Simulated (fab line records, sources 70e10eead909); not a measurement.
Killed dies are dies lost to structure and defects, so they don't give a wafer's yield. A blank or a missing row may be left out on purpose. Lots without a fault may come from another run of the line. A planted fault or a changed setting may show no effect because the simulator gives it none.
Chamber matching | flow nand_harc | NHARC_THIN_TSV_DEP_47 on pecvd-04: 3 sister chambers
The step deposits SiO2, target thk 200 nm. 3 wafers are shown with their chamber, then 8 later ones without.

WAFERS WITH THEIR CHAMBER
wafer  | chamber | throttle_valve_pct (%)
L793.1 | 0       | 15.7
L793.6 | 2       | 15.2
L795.3 | 1       | 16.9

WAFERS WITHOUT THEIR CHAMBER
wafer  | throttle_valve_pct (%)
L795.4 | 15.3
L795.5 | 15.7
L798.2 | 17.2
L798.3 | 15.3
L798.4 | 15.5
L800.1 | 17.1
L800.3 | 15.4
L800.5 | 15.3

WHICH CHAMBER EACH WENT THROUGH
wafer  | from the rows above     | in truth
L795.4 | can't be placed: 2 or 0 | 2
L795.5 | 0                       | 0
L798.2 | 1                       | 1
L798.3 | can't be placed: 2 or 0 | 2
L798.4 | can't be placed: 0 or 2 | 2
L800.1 | 1                       | 1
L800.3 | can't be placed: 2 or 0 | 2
L800.5 | can't be placed: 2 or 0 | 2
Placed correctly: 3 of 8. Can't be placed from these rows: 5 (the true chamber is among the candidates in 5). Placed wrongly: 0.
How it was worked out, from the rows above alone: a wafer's distance from a chamber is the root of the sum, over the readings, of the square of ((its reading less the chamber's mean) divided by the reading's scatter). The wafer belongs to the nearest chamber; if the next one is less than 2 further off, it can't be placed. A chamber's mean is the mean of its shown wafers. The scatter: with one shown wafer a chamber, the root of the mean of the squares of how far each hidden wafer lies from its nearest shown one.
